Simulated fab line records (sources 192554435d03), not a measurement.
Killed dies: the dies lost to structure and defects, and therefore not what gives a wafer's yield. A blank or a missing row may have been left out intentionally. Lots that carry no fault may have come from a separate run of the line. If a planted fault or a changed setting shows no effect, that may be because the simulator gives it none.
Lot-split experiment | flow n5Finfet | 21 wafers read from 7 lots, route of 1938 steps

## ABOUT THE SPLIT
At N5_WELL_APT_COAT_02 (resist thk 950 nm), the setting spinRpm was moved away from the recipe's 1357 rpm on 5 of the 21 wafers read, by -10.8% to +3.3%. This setting was run at the recipe's value on the other wafers.

The reading is taken at the split's own step.

## THE READING
coat_of_WELL_APT_COAT_02.thkNm (the simulator's own value, which no gauge read), in nm, at N5_WELL_APT_COAT_02 (resist thk 950 nm). No usual value for it is given in the file. Across the 16 wafers here that went through the recipe, the average is 950.7 nm and the standard deviation 2.6 nm.

wafer  | tool, chamber at the split | spinRpm as run, rpm | against the recipe | coat_of_WELL_APT_COAT_02.thkNm, nm | against lot-mates on the recipe
L075.1 | lithoTrack-05, 0           | 1357                | recipe             | 951.4                              | -
L075.2 | lithoTrack-05, 0           | 1357                | recipe             | 952.6                              | -
L075.4 | lithoTrack-05, 0           | 1357                | recipe             | 951.7                              | -
L076.1 | lithoTrack-05, 0           | 1357                | recipe             | 951.7                              | -
L076.2 | lithoTrack-05, 0           | 1357                | recipe             | 952.8                              | -
L076.5 | lithoTrack-05, 0           | 1357                | recipe             | 951.5                              | -
L079.3 | lithoTrack-02, 0           | 1357                | recipe             | 946.4                              | -
L079.4 | lithoTrack-02, 0           | 1357                | recipe             | 946.2                              | -
L079.5 | lithoTrack-02, 0           | 1357                | recipe             | 944.3                              | -
L080.2 | lithoTrack-02, 0           | 1357                | recipe             | 952.8                              | -
L080.3 | lithoTrack-02, 0           | 1218                | -10.2%             | 1006                               | +53.0
L080.5 | lithoTrack-02, 0           | 1357                | recipe             | 953.2                              | -
L089.2 | lithoTrack-03, 0           | 1402                | +3.3%              | 935.3                              | -17.0
L089.3 | lithoTrack-03, 0           | 1357                | recipe             | 953.1                              | -
L089.6 | lithoTrack-03, 0           | 1357                | recipe             | 951.5                              | -
L092.1 | lithoTrack-02, 0           | 1357                | recipe             | 950.9                              | -
L092.3 | lithoTrack-02, 0           | 1357                | recipe             | 950.6                              | -
L092.4 | lithoTrack-02, 0           | 1357                | recipe             | 951.1                              | -
L097.2 | lithoTrack-03, 0           | 1211                | -10.8%             | 1005                               | no lot-mate on the recipe
L097.5 | lithoTrack-03, 0           | 1211                | -10.8%             | 1004                               | no lot-mate on the recipe
L097.6 | lithoTrack-03, 0           | 1211                | -10.8%             | 1000                               | no lot-mate on the recipe

THE FIT
A straight line over all 21 wafers: coat_of_WELL_APT_COAT_02.thkNm changes by -4.97 nm for each +1% of spinRpm; r = -0.99; the points scatter about the line by 2.8 nm.
The same after taking each lot's own level away (the mean of its wafers on the recipe; 18 wafers): -5.17 nm for each +1%; r = -1.00; scatter 0.61 nm.
Per that fit: largest spinRpm move, reading shift of 56 nm.
The span of the lots' own levels, 945.63 to 953.00 nm, comes to 2.8 times the standard deviation stated above.
Consequently the slope shifts little with the lot-to-lot level, the two slopes agreeing.
Check: +52.5 nm against its lot-mates is what the line predicts for one of the wafers moved furthest among these (-10.2%) when that wafer is left out of the fit. Against them it came out at +53 nm.

## ADDITIONAL SPLITS CARRIED BY THESE WAFERS
These wafers also went through other splits before the reading. Each is held against what the fit with the lots' levels taken away leaves over:
other split on the same wafers | wafers away from the commonest value | r with coat_of_WELL_APT_COAT_02.thkNm (lot level and that fit taken away)
N5_ZERO_LAYER_PECVD_02 timeS   | 8                                    | +0.16

## THE FILE'S OWN FIT
coat_of_WELL_APT_COAT_02.thkNm changes by -5.18 nm for each +1% of spinRpm, r = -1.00.
